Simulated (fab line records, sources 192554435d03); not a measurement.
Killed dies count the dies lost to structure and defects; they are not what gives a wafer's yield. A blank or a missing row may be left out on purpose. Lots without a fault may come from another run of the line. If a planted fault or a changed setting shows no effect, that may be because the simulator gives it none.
Split-lot study    flow n5_finfet    on a route of 1938 steps: 7 lots, 21 wafers read

== THE SPLIT ==
At N5_BEOL_M13_EXPOSE_25 (exposes mask M13, target cd 210 nm), the setting dose_mj was moved away from the recipe's 22 on 6 of the 21 wafers read, by -7.5% to +6.1%. The other wafers ran this setting at the recipe's value.

== FROM THE SPLIT TO THE READING: what the file shows between them, 3 steps ==
- N5_BEOL_M13_PEB_26: peb time 90 s
- N5_BEOL_M13_DEVELOP_27: develop time 45 s
- N5_BEOL_M13_HARDBAKE_32: time 120 s

== THE READING ==
cd_nm at N5_BEOL_M13_CD_MEAS_28, given in nm (cd target 209.5 nm). Fault-free wafers of this fab line usually give 210.4 nm, standard deviation 1.6 nm.

wafer   tool, chamber at the split  dose_mj as run  against the recipe  cd_nm, nm  against lot-mates on the recipe
L077.1  krf_scanner-01, 0           22              recipe              210.2      -
L077.3  krf_scanner-01, 0           23.13           +5.1%               211.5      +2.0
L077.5  krf_scanner-01, 0           22              recipe              208.8      -
L079.1  krf_scanner-01, 0           22              recipe              208.1      -
L079.2  krf_scanner-01, 0           20.36           -7.5%               200.5      -8.1
L079.4  krf_scanner-01, 0           22              recipe              209.1      -
L083.4  krf_scanner-01, 0           22              recipe              211.2      -
L083.5  krf_scanner-01, 0           22              recipe              211.7      -
L083.6  krf_scanner-01, 0           22              recipe              211.3      -
L084.2  krf_scanner-01, 0           22              recipe              209.7      -
L084.3  krf_scanner-01, 0           22              recipe              211.6      -
L084.5  krf_scanner-01, 0           22              recipe              209.3      -
L086.2  krf_scanner-01, 0           23.35           +6.1%               216.4      +8.4
L086.4  krf_scanner-01, 0           23.35           +6.1%               214.4      +6.4
L086.5  krf_scanner-01, 0           22              recipe              208.0      -
L087.1  krf_scanner-02, 0           22              recipe              210.1      -
L087.3  krf_scanner-02, 0           23.03           +4.7%               216.5      +6.4
L087.6  krf_scanner-02, 0           23.03           +4.7%               215.8      +5.7
L094.1  krf_scanner-01, 0           22              recipe              212.2      -
L094.2  krf_scanner-01, 0           22              recipe              211.2      -
L094.6  krf_scanner-01, 0           22              recipe              209.9      -

FIT RESULTS
A straight line over all 21 wafers: cd_nm changes by +1.02 nm for each +1% of dose_mj; r = +0.89; the points scatter about the line by 1.6 nm.
The same after taking each lot's own level away (the mean of its wafers on the recipe; 21 wafers): +1.09 nm for each +1%; r = +0.95; scatter 1.2 nm.
On that fit, the largest move of dose_mj shifts the reading by 8.1 nm.
Across the lots, their own levels run from 208.00 to 211.40 nm, a range of 2.1 times the standard deviation given above.
The two slopes agree, so the slope changes little with the lot-to-lot level.
Check: with one of the wafers moved furthest among these (-7.5%) left out of the fit, the line predicts -8.1 nm for it against its lot-mates. It came out at -8.1 nm against them.

== THESE WAFERS: OTHER SPLITS ==
These wafers also went through other splits before the reading. Each is held against what the fit with the lots' levels taken away leaves over:
other split on the same wafers  wafers away from the commonest value  r with cd_nm (lot level and that fit taken away)
N5_BEOL_M10_COAT_64 spin_rpm    9                                     -0.13
N5_BEOL_M11_VIA_ETCH_34 time_s  11                                    +0.03
N5_BEOL_M13_COAT_22 spin_rpm    2                                     +0.20

== THE WHOLE CHAIN: every reading that the file lists as answering this split, in the file's order ==
step                    what it does                     reading                                                          change (the file's fit)               r (the file's)
N5_BEOL_M13_CD_MEAS_28  target cd 209.5 nm               cd_nm                                                            +1.02 nm for each +1% of the setting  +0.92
N5_BEOL_M13_DESCUM_33   chemistry O2, time 7.9 s         BEOL_M13.cd_nm (the simulator's own value, which no gauge read)  +1.05 nm for each +1% of the setting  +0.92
N5_BEOL_M13_ETCH_68     etches SOC in N2/H2, time 355 s  BEOL_M13.cd_nm (the simulator's own value, which no gauge read)  +1.27 nm for each +1% of the setting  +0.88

== FILE'S OWN FIT ==
cd_nm changes by +1.02 nm for each +1% of dose_mj, r = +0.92.
